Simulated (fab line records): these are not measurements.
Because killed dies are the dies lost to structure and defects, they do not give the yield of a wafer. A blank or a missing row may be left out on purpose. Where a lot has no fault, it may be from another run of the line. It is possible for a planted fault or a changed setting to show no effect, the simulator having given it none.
fab line records / flow n5-finfet
[record] lots = 4 wafers = 12 last-day = 16
route steps=1938 shown BEOL_M4@1099 BEOL_M5@1112 BEOL_M10@1528 PASSIVATION@1936
lots that met no fault: taken from a fault-free run of the same line
start-h: start of the lot's first displayed wafer, in hours after the record's first day / wait-h: time in hours since the lot's previous step / " as in the row above / L1.1+2: one row covering several wafers at once / - no value, or no start given / * or withheld: withheld / < > ~ a bound
route shown NAME@n: a module of which the file shows steps, and the number in the route of the first / usual: mean and standard deviation over wafers with no fault / same: alike in all rows / chamber/n: place in a boat / sites: each site's reading / _std_site: how widely they spread, as a standard deviation / _edge_site: inner sites' mean taken away from outer sites' mean / radius-mm: for every site, how far away it sits from the centre of the wafer / mask NAME#n: copy n / behind: the most recent tool/chamber to have shaped the wafer / hold: cause of the lot's hold/its duration in hours/its outcome / device: whichever transistor did not switch (one of n, p or np) / end of line: the tests these same wafers got at the end of their route / a step with no rows: only its recipe / killed: not the wafer's yield, but the dies lost to structure and defects at the first sort / map: a wafer's dies, x killed, . not, _ none there
set.NAME: the setting as run; set.NAME@STEP: as run at that earlier step / model.NAME: the simulator's own value behind a step, which no gauge read
a table for each step, a row for each wafer; lots at some steps of the route
services: from which hour (start-h, from the record's first day; less than 0 if before it) a tool's chamber was out of use, for how many hours, and why
[[steps]]
[step N5_BEOL_M4_ANNEAL_95]
[recipe] temp-c = 400 time-s = 240 ambient = vacuum
[step N5_BEOL_M4_SPUTTER_96]
[recipe] material = Cu target-thk-a = 45 temp-c = -20 chamber-pressure-pa = 0.07 power-w = withheld time-s = 8.29
[step N5_BEOL_M4_ECD_50]
[recipe] material = Cu target-thk-a = 3000
[step N5_BEOL_M4_ANNEAL_51]
[recipe] temp-c = 225 time-s = 90 ambient = N2
[step N5_BEOL_M4_CMP_52]
[recipe] stop-on = SiOC t-overpolish-s = 6.8 down-force-psi = 1 platen-rpm = 50 clearing-platen-down-force-psi = 1.5 clearing-platen-rpm = 50 post-cmp-clean = cu-alkaline target-thk-nm = 40 clearing-platen-pad-velocity-m-s = 0.99484 pad-velocity-m-s = 0.99484
[step N5_BEOL_M4_PRE_CLEAN_60]
[recipe] gas = NH3/H2 time-s = 15 temp-c = * rf-power-w = 300
[step N5_BEOL_M4_CO_CAP_55]
[recipe] material = Co target-thk-a = 20 temp-c = 200 precursor = CCTBA/H2 pressure-torr = 30 time-s = 102.1
[step N5_BEOL_M4_PRE_CLEAN_56]
[recipe] gas = NH3 time-s = 15 temp-c = withheld rf-power-w = 300
[step N5_BEOL_M4_DEP_57]
[recipe] material = SiCN target-thk-a = 80 temp-c = withheld precursor = 3MS/NH3 pressure-torr = 3 rf-w = 202 time-s = 14
[step N5_BEOL_M4_RC_MEAS_101]
[usual] DIBL_N = 35.9/1.4 DIBL_P = 35.9/1.7 IOFF_N = 0.155/0.023 IOFF_P = 0.201/0.029 ION_N = 672/8.8 ION_P = 460/7 SS_N = 71.6/0.48 SS_P = 73.1/0.64 VT_N = 250.0/3 VT_P = -251.6/3
lot.wafer=L968.2 tool=prober-01 chamber=0 start-h=202.22 wait-h=0.2 DIBL_N[mV/V]=36.9 DIBL_P[mV/V]=38.2 IOFF_N[nA/um]=0.183 IOFF_P[nA/um]=0.197 ION_N[uA/um]=681 ION_P[uA/um]=455 SS_N[mV/dec]=71.2 SS_P[mV/dec]=74.0 VT_N[mV]=247.5 VT_P[mV]=-254.0
lot.wafer=L968.4 tool=prober-01 chamber=0 start-h=202.22 wait-h=0.2 DIBL_N[mV/V]=35.1 DIBL_P[mV/V]=36.5 IOFF_N[nA/um]=0.151 IOFF_P[nA/um]=0.170 ION_N[uA/um]=669 ION_P[uA/um]=454 SS_N[mV/dec]=71.2 SS_P[mV/dec]=72.7 VT_N[mV]=251.0 VT_P[mV]=-257.4
lot.wafer=L968.6 tool=prober-01 chamber=0 start-h=202.22 wait-h=0.2 DIBL_N[mV/V]=36.3 DIBL_P[mV/V]=37.8 IOFF_N[nA/um]=0.163 IOFF_P[nA/um]=0.192 ION_N[uA/um]=675 ION_P[uA/um]=452 SS_N[mV/dec]=72.1 SS_P[mV/dec]=73.1 VT_N[mV]=249.7 VT_P[mV]=-253.4
lot.wafer=L975.3 tool=prober-02 chamber=0 start-h=249.19 wait-h=0.3 DIBL_N[mV/V]=38.1 DIBL_P[mV/V]=36.6 IOFF_N[nA/um]=0.178 IOFF_P[nA/um]=0.243 ION_N[uA/um]=694 ION_P[uA/um]=474 SS_N[mV/dec]=71.7 SS_P[mV/dec]=73.1 VT_N[mV]=244.7 VT_P[mV]=-246.3
lot.wafer=L975.4 tool=prober-02 chamber=0 start-h=249.19 wait-h=0.3 DIBL_N[mV/V]=37.1 DIBL_P[mV/V]=35.4 IOFF_N[nA/um]=0.162 IOFF_P[nA/um]=0.222 ION_N[uA/um]=675 ION_P[uA/um]=465 SS_N[mV/dec]=71.7 SS_P[mV/dec]=73.0 VT_N[mV]=247.2 VT_P[mV]=-249.9
lot.wafer=L975.5 tool=prober-02 chamber=0 start-h=249.19 wait-h=0.3 DIBL_N[mV/V]=35.4 DIBL_P[mV/V]=34.6 IOFF_N[nA/um]=0.144 IOFF_P[nA/um]=0.210 ION_N[uA/um]=684 ION_P[uA/um]=472 SS_N[mV/dec]=70.8 SS_P[mV/dec]=72.4 VT_N[mV]=251.5 VT_P[mV]=-248.4
lot.wafer=L978.1 tool=prober-01 chamber=0 start-h=269.18 wait-h=0.0 DIBL_N[mV/V]=39.0 DIBL_P[mV/V]=37.0 IOFF_N[nA/um]=0.170 IOFF_P[nA/um]=0.219 ION_N[uA/um]=675 ION_P[uA/um]=459 SS_N[mV/dec]=72.4 SS_P[mV/dec]=73.6 VT_N[mV]=247.8 VT_P[mV]=-255.0
lot.wafer=L978.2 tool=prober-01 chamber=0 start-h=269.18 wait-h=0.0 DIBL_N[mV/V]=37.8 DIBL_P[mV/V]=35.2 IOFF_N[nA/um]=0.148 IOFF_P[nA/um]=0.186 ION_N[uA/um]=671 ION_P[uA/um]=450 SS_N[mV/dec]=70.7 SS_P[mV/dec]=73.0 VT_N[mV]=252.3 VT_P[mV]=-253.5
lot.wafer=L978.6 tool=prober-01 chamber=0 start-h=269.18 wait-h=0.0 DIBL_N[mV/V]=39.6 DIBL_P[mV/V]=38.5 IOFF_N[nA/um]=0.191 IOFF_P[nA/um]=0.237 ION_N[uA/um]=684 ION_P[uA/um]=463 SS_N[mV/dec]=72.0 SS_P[mV/dec]=74.2 VT_N[mV]=247.0 VT_P[mV]=-248.9
lot.wafer=L977.1 tool=prober-02 chamber=0 start-h=274.33 wait-h=0.0 DIBL_N[mV/V]=36.0 DIBL_P[mV/V]=36.6 IOFF_N[nA/um]=0.150 IOFF_P[nA/um]=0.225 ION_N[uA/um]=664 ION_P[uA/um]=461 SS_N[mV/dec]=71.5 SS_P[mV/dec]=73.4 VT_N[mV]=249.7 VT_P[mV]=-246.4
lot.wafer=L977.4 tool=prober-02 chamber=0 start-h=274.33 wait-h=0.0 DIBL_N[mV/V]=35.9 DIBL_P[mV/V]=36.3 IOFF_N[nA/um]=0.149 IOFF_P[nA/um]=0.228 ION_N[uA/um]=679 ION_P[uA/um]=474 SS_N[mV/dec]=70.9 SS_P[mV/dec]=73.1 VT_N[mV]=250.8 VT_P[mV]=-247.4
lot.wafer=L977.6 tool=prober-02 chamber=0 start-h=274.33 wait-h=0.0 DIBL_N[mV/V]=36.1 DIBL_P[mV/V]=37.4 IOFF_N[nA/um]=0.154 IOFF_P[nA/um]=0.236 ION_N[uA/um]=666 ION_P[uA/um]=459 SS_N[mV/dec]=71.6 SS_P[mV/dec]=73.0 VT_N[mV]=252.0 VT_P[mV]=-248.6
[step N5_BEOL_M5_ILD_DEP_00]
[recipe] material = SiCOH_lowk target-thk-a = 1406.4 temp-c = 300 precursor = DEMS/porogen pressure-torr = 5 rf-w = 500 time-s = 25.9
[step N5_BEOL_M5_CURE_79]
[recipe] temp-c = 385 time-s = 240 ambient = He/Ar material = SiCOH_lowk
[step N5_BEOL_M5_PECVD_70]
[recipe] material = SiO2 target-thk-a = 160 temp-c = 400 precursor = TEOS/O2 pressure-torr = 5.5 rf-w = 450 teos-flow-sccm = 53.8 gas = O2 flow-sccm = 3000 time-s = 18
[step N5_BEOL_M5_HM_DEP_02]
[recipe] material = TiN target-thk-a = 200 temp-c = 25 chamber-pressure-pa = 0.49996
[step N5_BEOL_M5_COAT_59]
[recipe] resist = SOC temp-c = 250 time-s = 60 spin-rpm = 1500 resist-thk-nm = 60
[step N5_BEOL_M5_COAT_60]
[recipe] resist = SiARC temp-c = 220 time-s = 60 spin-rpm = 1500 resist-thk-nm = 12
[step N5_BEOL_M5_COAT_71]
[recipe] resist = underlayer temp-c = 205 time-s = 60 spin-rpm = 1500 resist-thk-nm = 5
[step N5_BEOL_M5_COAT_05]
[recipe] resist = CAR-EUV spin-rpm = 1500 resist-thk-nm = 30
[step N5_BEOL_M5_EBR_07]
[recipe] solvent = PGMEA ebr-width-mm = 1.5
[step N5_BEOL_M5_SOFTBAKE_06]
[recipe] temp-c = 110 time-s = 60 resist = CAR-EUV
[step N5_BEOL_M5_EXPOSE_08]
[recipe] mask-id = M5 na = 0.33 source-shape = annular sigma-inner = 0.4 sigma-outer = 0.8 polarization = unpolarized target-cd-nm = 28 dose-mj = 35.75
[step N5_BEOL_M5_PEB_09]
[recipe] peb-temp-c = 100 peb-time-s = 60 resist = CAR-EUV
[step N5_BEOL_M5_DEVELOP_10]
[recipe] develop-time-s = 30 developer = TMAH resist = CAR-EUV rinse-liquid = surfactant-rinse dry = air-spin dev-temp-c = 23
[step N5_BEOL_M5_DESCUM_16]
[recipe] chemistry = O2 time-s = 7 source-power-w = 50 bias-power-w = 20 pressure-mtorr = 20 rf-frequency-hz = 2.712e+07 temp-c = 40 resist = CAR-EUV o2-flow-sccm = 225
[step N5_BEOL_M5_ETCH_72]
[recipe] chemistry = N2/H2 target = underlayer target-depth-a = 65 mask-material = CAR-EUV time-s = 5.2 ion-energy-ev = 200 pressure-mtorr = 30 source-w = 840 bias-w = 150 n2-flow-sccm = 200 h2-flow-sccm = 200 ends = cleared
[step N5_BEOL_M5_ETCH_61]
[recipe] chemistry = CF4 target = SiARC target-depth-a = 156 mask-material = CAR-EUV time-s = 26 ion-energy-ev = 80 pressure-mtorr = 40 source-w = 545 bias-w = 36 Ar_flow_sccm = 100 cf4-flow-sccm = 100 ends = cleared
[step N5_BEOL_M5_ETCH_62]
[recipe] chemistry = N2/H2 target = SOC target-depth-a = 750 overetch-a = 150 mask-material = SiARC temp-c = 40 time-s = 112.5 ion-energy-ev = 200 pressure-mtorr = 30 source-w = 840 bias-w = 150 n2-flow-sccm = 200 h2-flow-sccm = 200
[step N5_BEOL_M5_STRIP_63]
[recipe] chemistry = N2/H2 temp-c = 40 n2-flow-sccm = 200 h2-flow-sccm = 200 rf-frequency-hz = 6e+07
[step N5_BEOL_M5_STRIP_73]
[recipe] chemistry = N2/H2 temp-c = 40 n2-flow-sccm = 200 h2-flow-sccm = 200 rf-frequency-hz = 6e+07
[step N5_BEOL_M5_STRIP_64]
[recipe] chemistry = CF4 resist = SiARC power-w = 300 bias-power-w = 75 pressure-mtorr = 50 cf4-flow-sccm = 150 rf-frequency-hz = 6e+07
[step N5_BEOL_M5_HM_OPEN_17]
[recipe] chemistry = Cl2/BCl3 target-depth-a = 200 overetch-a = 60 target = TiN mask-material = SOC ion-energy-ev = 150 pressure-mtorr = 10 icp-w = 1000 bias-w = 126 Cl2_flow_sccm = 53.25 bcl3-flow-sccm = 21.75 Ar_flow_sccm = 25
[step N5_BEOL_M5_STRIP_19]
[recipe] chemistry = O2 power-w = 400 temp-c = 40 pressure-mtorr = 30 rf-frequency-hz = 6e+07 bias-power-w = 0 overash-fraction = 0.2 o2-flow-sccm = 225
[step N5_BEOL_M5_COAT_65]
[recipe] resist = SOC temp-c = 250 time-s = 60 spin-rpm = 1500 resist-thk-nm = 60
[step N5_BEOL_M5_COAT_66]
[recipe] resist = SiARC temp-c = 220 time-s = 60 spin-rpm = 1500 resist-thk-nm = 12
[step N5_BEOL_M10_ECD_50]
[recipe] material = Cu target-thk-a = 3180
lot.wafer=L968.2+4+6 tool=ecd-cu-01 chamber=0,1,1 start-h=260.94 wait-h=0.1
lot.wafer=L975.3+4+5 tool=ecd-cu-01 chamber=0,1,1 start-h=307.63 wait-h=0.1
lot.wafer=L978.1+2+6 tool=ecd-cu-01 chamber=0,1,0 start-h=325.58 wait-h=0.1
lot.wafer=L977.1+4+6 tool=ecd-cu-01 chamber=0,1,0 start-h=327.31 wait-h=0.1
[step N5_BEOL_M10_CMP_52]
[recipe] stop-on = SiCOH_lowk t-overpolish-s = 7 down-force-psi = 1 platen-rpm = 50 clearing-platen-down-force-psi = 1.5 clearing-platen-rpm = 50 post-cmp-clean = cu-alkaline target-thk-nm = 140 clearing-platen-pad-velocity-m-s = 0.99484 pad-velocity-m-s = 0.99484
[usual] motor-current-A = 6.1/0.78 time-to-endpoint-s = 67/3.7
lot.wafer=L968.2 tool=cmp-03 chamber=0 start-h=261.42 wait-h=0.3 motor-current-A=6.4 time-to-endpoint-s=70
lot.wafer=L968.4 tool=cmp-03 chamber=1 start-h=261.42 wait-h=0.3 motor-current-A=6.4 time-to-endpoint-s=71
lot.wafer=L968.6 tool=cmp-03 chamber=3 start-h=261.42 wait-h=0.3 motor-current-A=6.4 time-to-endpoint-s=69
lot.wafer=L975.3 tool=cmp-02 chamber=3 start-h=308.06 wait-h=0.2 motor-current-A=6.4 time-to-endpoint-s=2
lot.wafer=L975.4 tool=cmp-02 chamber=0 start-h=308.06 wait-h=0.2 motor-current-A=4.4 time-to-endpoint-s=3
lot.wafer=L975.5 tool=cmp-02 chamber=0 start-h=308.06 wait-h=0.2 motor-current-A=4.9 time-to-endpoint-s=0
lot.wafer=L978.1 tool=cmp-03 chamber=0 start-h=326.12 wait-h=0.3 motor-current-A=6.2 time-to-endpoint-s=6
lot.wafer=L978.2 tool=cmp-03 chamber=2 start-h=326.12 wait-h=0.3 motor-current-A=5.8 time-to-endpoint-s=4
lot.wafer=L978.6 tool=cmp-03 chamber=0 start-h=326.12 wait-h=0.3 motor-current-A=6.2 time-to-endpoint-s=3
lot.wafer=L977.4 tool=cmp-03 chamber=0 start-h=327.73 wait-h=0.1 motor-current-A=6.4 time-to-endpoint-s=69
lot.wafer=L977.1 tool=cmp-03 chamber=1 start-h=327.73 wait-h=0.1 motor-current-A=6.2 time-to-endpoint-s=72
lot.wafer=L977.6 tool=cmp-03 chamber=0 start-h=327.73 wait-h=0.1 motor-current-A=6.1 time-to-endpoint-s=72
[step N5_PASSIVATION_PROBE_49]
[usual] defect-limited-yield = 91.7/1.5 killed_at_M0_to_M3 = 30/8.6 killed_at_M4_up = 12/4.5 killed-at-contacts = 13/5.8 killed-at-front-end = 38/11 killed-at-other = 4/3 killed-dies = 97/17 killed-on-rim = 13/3.6 killed-open = 63/12 killed-short = 32/8.8 sort_bin_5_function = 4.8/0.91 sort_bin_6_memory = 3.1/0.68 sort-n-pass = 1083/17 sort-yield-pct = 91.7/1.5
[same] gross-dies = 1180 killed-at-back-side = 0 sort_bin_4_leakage[%] = 0 sort_bin_8_speed[%] = 0
lot.wafer=L968.2 tool=prober-02 chamber=- start-h=310.11 wait-h=0.1 defect-limited-yield[%]=92.7 killed_at_M0_to_M3=20 killed_at_M4_up=8 killed-at-contacts=10 killed-at-front-end=43 killed-at-other=5 killed-dies=86 killed-on-rim=12 killed-open=54 killed-short=31 sort_bin_5_function[%]=4.4 sort_bin_6_memory[%]=2.6 sort-n-pass=1094 sort-yield-pct[%]=92.7
lot.wafer=L968.4 tool=prober-02 chamber=- start-h=310.21 wait-h=0.2 defect-limited-yield[%]=91.7 killed_at_M0_to_M3=22 killed_at_M4_up=12 killed-at-contacts=13 killed-at-front-end=50 killed-at-other=1 killed-dies=98 killed-on-rim=13 killed-open=59 killed-short=36 sort_bin_5_function[%]=4.8 sort_bin_6_memory[%]=3.1 sort-n-pass=1082 sort-yield-pct[%]=91.7
lot.wafer=L968.6 tool=prober-02 chamber=- start-h=310.31 wait-h=0.3 defect-limited-yield[%]=91.7 killed_at_M0_to_M3=29 killed_at_M4_up=8 killed-at-contacts=14 killed-at-front-end=42 killed-at-other=5 killed-dies=98 killed-on-rim=11 killed-open=55 killed-short=41 sort_bin_5_function[%]=5.3 sort_bin_6_memory[%]=2.5 sort-n-pass=1082 sort-yield-pct[%]=91.7
lot.wafer=L975.3 tool=prober-02 chamber=- start-h=363.53 wait-h=0.1 defect-limited-yield[%]=0 killed_at_M0_to_M3=20 killed_at_M4_up=1123 killed-at-contacts=10 killed-at-front-end=22 killed-at-other=5 killed-dies=1180 killed-on-rim=152 killed-open=47 killed-short=22 sort_bin_5_function[%]=97.5 sort_bin_6_memory[%]=2.0 sort-n-pass=0 sort-yield-pct[%]=0
lot.wafer=L975.4 tool=prober-02 chamber=- start-h=363.58 wait-h=0.2 defect-limited-yield[%]=0 killed_at_M0_to_M3=29 killed_at_M4_up=1115 killed-at-contacts=9 killed-at-front-end=27 killed-at-other=0 killed-dies=1180 killed-on-rim=152 killed-open=57 killed-short=18 sort_bin_5_function[%]=97.2 sort_bin_6_memory[%]=2.8 sort-n-pass=0 sort-yield-pct[%]=0
lot.wafer=L975.5 tool=prober-02 chamber=- start-h=363.63 wait-h=0.2 defect-limited-yield[%]=0 killed_at_M0_to_M3=23 killed_at_M4_up=1119 killed-at-contacts=14 killed-at-front-end=21 killed-at-other=3 killed-dies=1180 killed-on-rim=152 killed-open=53 killed-short=14 sort_bin_5_function[%]=97.8 sort_bin_6_memory[%]=2.0 sort-n-pass=0 sort-yield-pct[%]=0
lot.wafer=L978.1 tool=prober-01 chamber=- start-h=373.39 wait-h=0.0 defect-limited-yield[%]=0 killed_at_M0_to_M3=21 killed_at_M4_up=1116 killed-at-contacts=5 killed-at-front-end=36 killed-at-other=2 killed-dies=1180 killed-on-rim=152 killed-open=58 killed-short=16 sort_bin_5_function[%]=98.0 sort_bin_6_memory[%]=1.9 sort-n-pass=0 sort-yield-pct[%]=0
lot.wafer=L978.2 tool=prober-01 chamber=- start-h=373.44 wait-h=0.1 defect-limited-yield[%]=0 killed_at_M0_to_M3=21 killed_at_M4_up=1107 killed-at-contacts=13 killed-at-front-end=34 killed-at-other=5 killed-dies=1180 killed-on-rim=152 killed-open=49 killed-short=36 sort_bin_5_function[%]=97.5 sort_bin_6_memory[%]=2.2 sort-n-pass=0 sort-yield-pct[%]=0
lot.wafer=L978.6 tool=prober-01 chamber=- start-h=373.64 wait-h=0.3 defect-limited-yield[%]=0 killed_at_M0_to_M3=13 killed_at_M4_up=1124 killed-at-contacts=9 killed-at-front-end=28 killed-at-other=6 killed-dies=1180 killed-on-rim=152 killed-open=49 killed-short=29 sort_bin_5_function[%]=96.9 sort_bin_6_memory[%]=2.7 sort-n-pass=0 sort-yield-pct[%]=0
lot.wafer=L977.1 tool=prober-01 chamber=- start-h=378.00 wait-h=0.0 defect-limited-yield[%]=91.5 killed_at_M0_to_M3=43 killed_at_M4_up=10 killed-at-contacts=8 killed-at-front-end=30 killed-at-other=9 killed-dies=100 killed-on-rim=16 killed-open=70 killed-short=28 sort_bin_5_function[%]=5.3 sort_bin_6_memory[%]=3.1 sort-n-pass=1080 sort-yield-pct[%]=91.5
// killed by level:class
L968.2 STI_FIN_REVEAL:geometric-particle:open=18 MOL_CONTACT_COAG:geometric-particle:open=8 BEOL_M1:geometric-particle:open=6 GATE_CUT:geometric-particle:short=6 STI_FIN_REVEAL:geometric-particle:short=5 BEOL_M3:geometric-particle:short=5 BEOL_M7:geometric-particle:open=4 FIN_SAQP:geometric-particle:short=3
L968.4 STI_FIN_REVEAL:geometric-particle:open=12 MOL_CONTACT_COAG:geometric-particle:open=12 FIN_SAQP:geometric-particle:short=8 GATE_CUT:geometric-particle:short=8 BEOL_M2:geometric-particle:open=6 BEOL_M3:geometric-particle:short=4 DUMMY_GATE:geometric-particle:open=4 BEOL_M3:geometric-particle:open=4
L968.6 STI_FIN_REVEAL:geometric-particle:open=12 MOL_CONTACT_COAG:geometric-particle:open=12 FIN_SAQP:geometric-particle:short=9 BEOL_M0_SAQP:geometric-particle:short=8 FIN_SAQP:geometric-particle:open=6 BEOL_M3:geometric-particle:short=6 BEOL_M0_SAQP:geometric-particle:open=5 BEOL_M1:geometric-particle:open=5
L975.3 BEOL_M10:area-ecd=1110 MOL_CONTACT_COAG:geometric-particle:open=8 BEOL_M3:geometric-particle:open=7 BEOL_M0_SAQP:geometric-particle:open=6 BEOL_M6:geometric-particle:open=5 FIN_SAQP:geometric-particle:short=4 BEOL_M0_SAQP:geometric-particle:short=4 STARTING-WAFER:geometric-particle:short=4
L975.4 BEOL_M10:area-ecd=1104 MOL_CONTACT_COAG:geometric-particle:open=8 BEOL_M0_SAQP:geometric-particle:open=6 BEOL_M1:geometric-particle:open=6 STARTING-WAFER:geometric-particle:short=6 BEOL_M3:geometric-particle:open=5 BEOL_M6:geometric-particle:open=5 GATE_CUT:geometric-particle:open=4
L975.5 BEOL_M10:area-ecd=1113 MOL_CONTACT_COAG:geometric-particle:open=12 BEOL_M3:geometric-particle:open=9 STI_FIN_REVEAL:geometric-particle:open=6 BEOL_M0_SAQP:geometric-particle:open=6 FIN_SAQP:geometric-particle:open=4 GATE_CUT:geometric-particle:short=4 BEOL_M2:geometric-particle:open=4
L978.1 BEOL_M10:area-ecd=1106 STI_FIN_REVEAL:geometric-particle:open=15 BEOL_M3:geometric-particle:open=9 DUMMY_GATE:geometric-particle:open=5 MOL_CONTACT_COAG:geometric-particle:open=5 BEOL_M4:geometric-particle:open=5 FIN_SAQP:geometric-particle:open=3 GATE_CUT:geometric-particle:short=3
L978.2 BEOL_M10:area-ecd=1095 MOL_CONTACT_COAG:geometric-particle:open=11 BEOL_M3:geometric-particle:open=9 ILD0:geometric-particle:open=6 ILD0:geometric-particle:short=5 GATE_CUT:geometric-particle:short=5 FIN_SAQP:geometric-particle:short=4 BEOL_M4:geometric-particle:open=4
L978.6 BEOL_M10:area-ecd=1102 BEOL_M4:geometric-particle:open=11 FIN_SAQP:geometric-particle:short=9 MOL_CONTACT_COAG:geometric-particle:open=9 FIN_SAQP:geometric-particle:open=4 BEOL_M1:geometric-particle:short=4 BEOL_M3:geometric-particle:open=4 BEOL_M8:geometric-particle:open=4
L977.1 BEOL_M1:geometric-particle:open=11 STI_FIN_REVEAL:geometric-particle:open=10 DUMMY_GATE:geometric-particle:open=6 BEOL_M0_SAQP:geometric-particle:open=6 BEOL_M0:geometric-particle:open=6 MOL_CONTACT_COAG:geometric-particle:open=5 BEOL_M0_SAQP:geometric-particle:short=5 STARTING-WAFER:geometric-particle:open=5
// map L975.3 (x killed, . not)
_________________xxxxxxxxxxxx________________
______________xxxxxxxxxxxxxxxxxx_____________
___________xxxxxxxxxxxxxxxxxxxxxxxx__________
__________xxxxxxxxxxxxxxxxxxxxxxxxxx_________
________xxxxxxxxxxxxxxxxxxxxxxxxxxxxxx_______
_______xxxxxxxxxxxxxxxxxxxxxxxxxxxxxxxx______
______xxxxxxxxxxxxxxxxxxxxxxxxxxxxxxxxxx_____
_____xxxxxxxxxxxxxxxxxxxxxxxxxxxxxxxxxxxx____
____xxxxxxxxxxxxxxxxxxxxxxxxxxxxxxxxxxxxxx___
___xxxxxxxxxxxxxxxxxxxxxxxxxxxxxxxxxxxxxxxx__
___xxxxxxxxxxxxxxxxxxxxxxxxxxxxxxxxxxxxxxxx__
__xxxxxxxxxxxxxxxxxxxxxxxxxxxxxxxxxxxxxxxxxx_
__xxxxxxxxxxxxxxxxxxxxxxxxxxxxxxxxxxxxxxxxxx_
_xxxxxxxxxxxxxxxxxxxxxxxxxxxxxxxxxxxxxxxxxxxx
_xxxxxxxxxxxxxxxxxxxxxxxxxxxxxxxxxxxxxxxxxxxx
_xxxxxxxxxxxxxxxxxxxxxxxxxxxxxxxxxxxxxxxxxxxx
_xxxxxxxxxxxxxxxxxxxxxxxxxxxxxxxxxxxxxxxxxxxx
_xxxxxxxxxxxxxxxxxxxxxxxxxxxxxxxxxxxxxxxxxxxx
_xxxxxxxxxxxxxxxxxxxxxxxxxxxxxxxxxxxxxxxxxxxx
_xxxxxxxxxxxxxxxxxxxxxxxxxxxxxxxxxxxxxxxxxxxx
_xxxxxxxxxxxxxxxxxxxxxxxxxxxxxxxxxxxxxxxxxxxx
__xxxxxxxxxxxxxxxxxxxxxxxxxxxxxxxxxxxxxxxxxx_
__xxxxxxxxxxxxxxxxxxxxxxxxxxxxxxxxxxxxxxxxxx_
___xxxxxxxxxxxxxxxxxxxxxxxxxxxxxxxxxxxxxxxx__
___xxxxxxxxxxxxxxxxxxxxxxxxxxxxxxxxxxxxxxxx__
____xxxxxxxxxxxxxxxxxxxxxxxxxxxxxxxxxxxxxx___
_____xxxxxxxxxxxxxxxxxxxxxxxxxxxxxxxxxxxx____
______xxxxxxxxxxxxxxxxxxxxxxxxxxxxxxxxxx_____
_______xxxxxxxxxxxxxxxxxxxxxxxxxxxxxxxx______
________xxxxxxxxxxxxxxxxxxxxxxxxxxxxxx_______
__________xxxxxxxxxxxxxxxxxxxxxxxxxx_________
___________xxxxxxxxxxxxxxxxxxxxxxxx__________
______________xxxxxxxxxxxxxxxxxx_____________
_________________xxxxxxxxxxxx________________
// map L978.1 (x killed, . not)
_________________xxxxxxxxxxxx________________
______________xxxxxxxxxxxxxxxxxx_____________
___________xxxxxxxxxxxxxxxxxxxxxxxx__________
__________xxxxxxxxxxxxxxxxxxxxxxxxxx_________
________xxxxxxxxxxxxxxxxxxxxxxxxxxxxxx_______
_______xxxxxxxxxxxxxxxxxxxxxxxxxxxxxxxx______
______xxxxxxxxxxxxxxxxxxxxxxxxxxxxxxxxxx_____
_____xxxxxxxxxxxxxxxxxxxxxxxxxxxxxxxxxxxx____
____xxxxxxxxxxxxxxxxxxxxxxxxxxxxxxxxxxxxxx___
___xxxxxxxxxxxxxxxxxxxxxxxxxxxxxxxxxxxxxxxx__
___xxxxxxxxxxxxxxxxxxxxxxxxxxxxxxxxxxxxxxxx__
__xxxxxxxxxxxxxxxxxxxxxxxxxxxxxxxxxxxxxxxxxx_
__xxxxxxxxxxxxxxxxxxxxxxxxxxxxxxxxxxxxxxxxxx_
_xxxxxxxxxxxxxxxxxxxxxxxxxxxxxxxxxxxxxxxxxxxx
_xxxxxxxxxxxxxxxxxxxxxxxxxxxxxxxxxxxxxxxxxxxx
_xxxxxxxxxxxxxxxxxxxxxxxxxxxxxxxxxxxxxxxxxxxx
_xxxxxxxxxxxxxxxxxxxxxxxxxxxxxxxxxxxxxxxxxxxx
_xxxxxxxxxxxxxxxxxxxxxxxxxxxxxxxxxxxxxxxxxxxx
_xxxxxxxxxxxxxxxxxxxxxxxxxxxxxxxxxxxxxxxxxxxx
_xxxxxxxxxxxxxxxxxxxxxxxxxxxxxxxxxxxxxxxxxxxx
_xxxxxxxxxxxxxxxxxxxxxxxxxxxxxxxxxxxxxxxxxxxx
__xxxxxxxxxxxxxxxxxxxxxxxxxxxxxxxxxxxxxxxxxx_
__xxxxxxxxxxxxxxxxxxxxxxxxxxxxxxxxxxxxxxxxxx_
___xxxxxxxxxxxxxxxxxxxxxxxxxxxxxxxxxxxxxxxx__
___xxxxxxxxxxxxxxxxxxxxxxxxxxxxxxxxxxxxxxxx__
____xxxxxxxxxxxxxxxxxxxxxxxxxxxxxxxxxxxxxx___
_____xxxxxxxxxxxxxxxxxxxxxxxxxxxxxxxxxxxx____
______xxxxxxxxxxxxxxxxxxxxxxxxxxxxxxxxxx_____
_______xxxxxxxxxxxxxxxxxxxxxxxxxxxxxxxx______
________xxxxxxxxxxxxxxxxxxxxxxxxxxxxxx_______
__________xxxxxxxxxxxxxxxxxxxxxxxxxx_________
___________xxxxxxxxxxxxxxxxxxxxxxxx__________
______________xxxxxxxxxxxxxxxxxx_____________
_________________xxxxxxxxxxxx________________
[[services]]
tool=cmp-02 chamber=- start-h=245.13 hours=5.6 kind=repair
tool=cmp-03 chamber=- start-h=252.05 hours=1.9 kind=repair
tool=cmp-02 chamber=- start-h=262.98 hours=0.3 kind=repair
tool=cmp-02 chamber=- start-h=275.49 hours=1.8 kind=repair
tool=ecd-cu-01 chamber=- start-h=291.32 hours=0.9 kind=repair
tool=cmp-03 chamber=- start-h=308.01 hours=3.7 kind=pm
tool=cmp-03 chamber=- start-h=314.98 hours=1.8 kind=repair
[[key]]
[first-sign] step = N5_BEOL_M10_CMP_52 reading = time-to-endpoint-s direction = down sigmas = 17 usual = * struck = *
[effect] step = N5_PASSIVATION_PROBE_49 reading = killed_at_M4_up direction = up sigmas = 99+ usual = 12 struck = 1117
[more-kills-born-at] N5_BEOL_M10_ECD_50@ecd-cu-01 = 6630
met-at N5_BEOL_M10_ECD_50
struck-wafers L975.3,L975.4,L975.5,L978.1,L978.2,L978.6
later-rows-left-out L975.3,L975.4,L975.5,L978.1,L978.2,L978.6
onset-between 260.94 307.63
[fault] kind = skipped-step-whole tool = ecd-cu-01 chamber = - onset-h = 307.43 steps = N5_BEOL_M10_ECD_50 scope = struck-lots-only
// later-rows-left-out: the simulator's readings of these wafers behind a module that went badly wrong aren't trusted and aren't shown, but for the sort
